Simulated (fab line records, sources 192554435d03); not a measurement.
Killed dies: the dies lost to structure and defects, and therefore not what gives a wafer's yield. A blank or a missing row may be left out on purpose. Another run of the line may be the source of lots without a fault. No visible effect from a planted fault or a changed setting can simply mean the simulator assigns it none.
Chamber matching -- flow n5-finfet -- rie-diel-01 running N5_BEOL_M0_SAQP_ETCH_49: 4 sister chambers
The step etches SiO2 in CF4/O2, target depth 37 nm. 14 wafers are shown with their chamber, then 7 later ones without.

== WAFERS PAIRED WITH THEIR CHAMBERS ==
wafer,chamber,showerhead-plenum-p-Torr (Torr),drypump-motor-current-A (A),rf-vpp-V (V)
L078.2,2,2.28,5.74,245
L078.3,0,2.12,5.44,231
L078.6,3,2.24,5.13,240
L080.4,2,2.28,5.72,246
L080.5,2,2.28,5.73,244
L080.6,1,2.26,5.47,240
L092.2,0,2.11,5.41,232
L092.4,3,2.23,5.18,238
L092.6,2,2.27,5.69,246
L093.1,1,2.25,5.45,240
L093.4,2,2.27,5.77,244
L093.6,0,2.11,5.44,233
L095.3,0,2.11,5.44,232
L095.5,3,2.23,5.18,240

SIGNATURES, as means of the wafers listed above
reading,chamber 0,chamber 1,chamber 2,chamber 3,scatter within a chamber
showerhead-plenum-p-Torr,2.1125,2.2550,2.2760,2.2333,0.00558
drypump-motor-current-A,5.4325,5.4600,5.7300,5.1633,0.0244
rf-vpp-V,232.00,240.00,245.00,239.33,0.931
Rule: a wafer lies at a distance from a chamber equal to the root of the sum of squares, over the readings, of (its reading less the chamber's mean, divided by the reading's scatter). The wafer belongs to the nearest chamber; if the next one is less than 2 further off, it can't be placed. The scatter: take each reading less its chamber's mean, square it, sum over the shown wafers, divide by the number of wafers less the number of chambers, and take the root.

== WAFERS MISSING THEIR CHAMBER ==
wafer,showerhead-plenum-p-Torr (Torr),drypump-motor-current-A (A),rf-vpp-V (V)
L095.6,2.11,5.44,230
L096.1,2.11,5.42,231
L096.4,2.25,5.49,242
L096.6,2.23,5.14,239
L097.1,2.23,5.14,238
L097.2,2.25,5.50,242
L097.3,2.11,5.42,230

== EACH ONE'S CHAMBER ==
wafer,from the rows above,in truth
L095.6,0,0
L096.1,0,0
L096.4,1,1
L096.6,3,3
L097.1,3,3
L097.2,1,1
L097.3,0,0
7 of 7 placed correctly. From these rows, 0 cannot be placed. 0 placed wrongly.
